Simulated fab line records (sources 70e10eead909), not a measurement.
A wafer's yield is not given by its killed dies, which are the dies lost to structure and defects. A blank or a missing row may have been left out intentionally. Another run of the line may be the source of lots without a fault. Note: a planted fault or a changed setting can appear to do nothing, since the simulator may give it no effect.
Chamber matching / flow nandHarc / NHARC_A_SLIT_ETCH_29 on rieDiel-04 has 4 sister chambers
The step etches the open film in CF4/O2, target depth 100 nm, overetch 10 nm, time 55 s. 14 wafers are shown with their chamber, then 6 later ones without.

== WAFERS, EACH WITH ITS CHAMBER ==
wafer=L340.2; chamber=2; drypumpMotorCurrentA (A)=6.2; oesProductAu (a.u.)=0.995; throttleValvePct (%)=13.395
wafer=L340.3; chamber=3; drypumpMotorCurrentA (A)=6.2; oesProductAu (a.u.)=1.001; throttleValvePct (%)=13.391
wafer=L340.4; chamber=0; drypumpMotorCurrentA (A)=6.1; oesProductAu (a.u.)=1.015; throttleValvePct (%)=13.387
wafer=L339.1; chamber=2; drypumpMotorCurrentA (A)=6.2; oesProductAu (a.u.)=1.002; throttleValvePct (%)=13.397
wafer=L339.5; chamber=2; drypumpMotorCurrentA (A)=6.2; oesProductAu (a.u.)=1.004; throttleValvePct (%)=13.387
wafer=L339.6; chamber=3; drypumpMotorCurrentA (A)=6.2; oesProductAu (a.u.)=0.999; throttleValvePct (%)=13.391
wafer=L345.5; chamber=2; drypumpMotorCurrentA (A)=6.3; oesProductAu (a.u.)=1.003; throttleValvePct (%)=13.399
wafer=L345.6; chamber=1; drypumpMotorCurrentA (A)=6.3; oesProductAu (a.u.)=0.998; throttleValvePct (%)=13.400
wafer=L346.1; chamber=0; drypumpMotorCurrentA (A)=6.1; oesProductAu (a.u.)=1.015; throttleValvePct (%)=13.388
wafer=L346.3; chamber=3; drypumpMotorCurrentA (A)=6.2; oesProductAu (a.u.)=0.985; throttleValvePct (%)=13.393
wafer=L346.4; chamber=2; drypumpMotorCurrentA (A)=6.3; oesProductAu (a.u.)=1.009; throttleValvePct (%)=13.396
wafer=L347.2; chamber=2; drypumpMotorCurrentA (A)=6.3; oesProductAu (a.u.)=0.985; throttleValvePct (%)=13.406
wafer=L347.5; chamber=2; drypumpMotorCurrentA (A)=6.3; oesProductAu (a.u.)=0.995; throttleValvePct (%)=13.398
wafer=L347.6; chamber=3; drypumpMotorCurrentA (A)=6.2; oesProductAu (a.u.)=0.994; throttleValvePct (%)=13.382

SIGNATURES, as means of the wafers listed above
reading=drypumpMotorCurrentA; chamber 0=6.100; chamber 1=6.300; chamber 2=6.257; chamber 3=6.200; scatter within a chamber=0.0414
reading=oesProductAu; chamber 0=1.01500; chamber 1=0.99800; chamber 2=0.99900; chamber 3=0.99475; scatter within a chamber=0.00729
reading=throttleValvePct; chamber 0=13.38750; chamber 1=13.40000; chamber 2=13.39686; chamber 3=13.38925; scatter within a chamber=0.00514
Rule: distance of a wafer from a chamber = root of the sum over the readings of ((wafer's reading minus chamber's mean) / reading's scatter) squared. If the next closest chamber is less than 2 further off than the closest, the wafer can't be placed; otherwise it belongs to the closest. The scatter is the square root of a quotient: the sum, over the shown wafers, of each reading's squared deviation from its chamber's mean, divided by wafers minus chambers.

== WAFERS WITHOUT THEIR CHAMBER ==
wafer=L351.1; drypumpMotorCurrentA (A)=6.2; oesProductAu (a.u.)=0.998; throttleValvePct (%)=13.400
wafer=L351.2; drypumpMotorCurrentA (A)=6.1; oesProductAu (a.u.)=1.014; throttleValvePct (%)=13.388
wafer=L351.3; drypumpMotorCurrentA (A)=6.3; oesProductAu (a.u.)=1.004; throttleValvePct (%)=13.405
wafer=L361.1; drypumpMotorCurrentA (A)=6.3; oesProductAu (a.u.)=0.989; throttleValvePct (%)=13.403
wafer=L361.2; drypumpMotorCurrentA (A)=6.1; oesProductAu (a.u.)=1.004; throttleValvePct (%)=13.402
wafer=L361.5; drypumpMotorCurrentA (A)=6.3; oesProductAu (a.u.)=1.000; throttleValvePct (%)=13.396

== WHICH CHAMBER EACH ONE RAN IN ==
wafer=L351.1; from the rows above=can't be placed: 2 or 3 or 1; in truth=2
wafer=L351.2; from the rows above=0; in truth=0
wafer=L351.3; from the rows above=can't be placed: 1 or 2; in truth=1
wafer=L361.1; from the rows above=can't be placed: 1 or 2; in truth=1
wafer=L361.2; from the rows above=can't be placed: 0 or 3 or 2 or 1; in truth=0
wafer=L361.5; from the rows above=can't be placed: 1 or 2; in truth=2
Correct placement for 1 of the 6. Cannot be placed on the basis of these rows: 5; the candidates contain the true chamber in 5. Wrongly placed: 0.
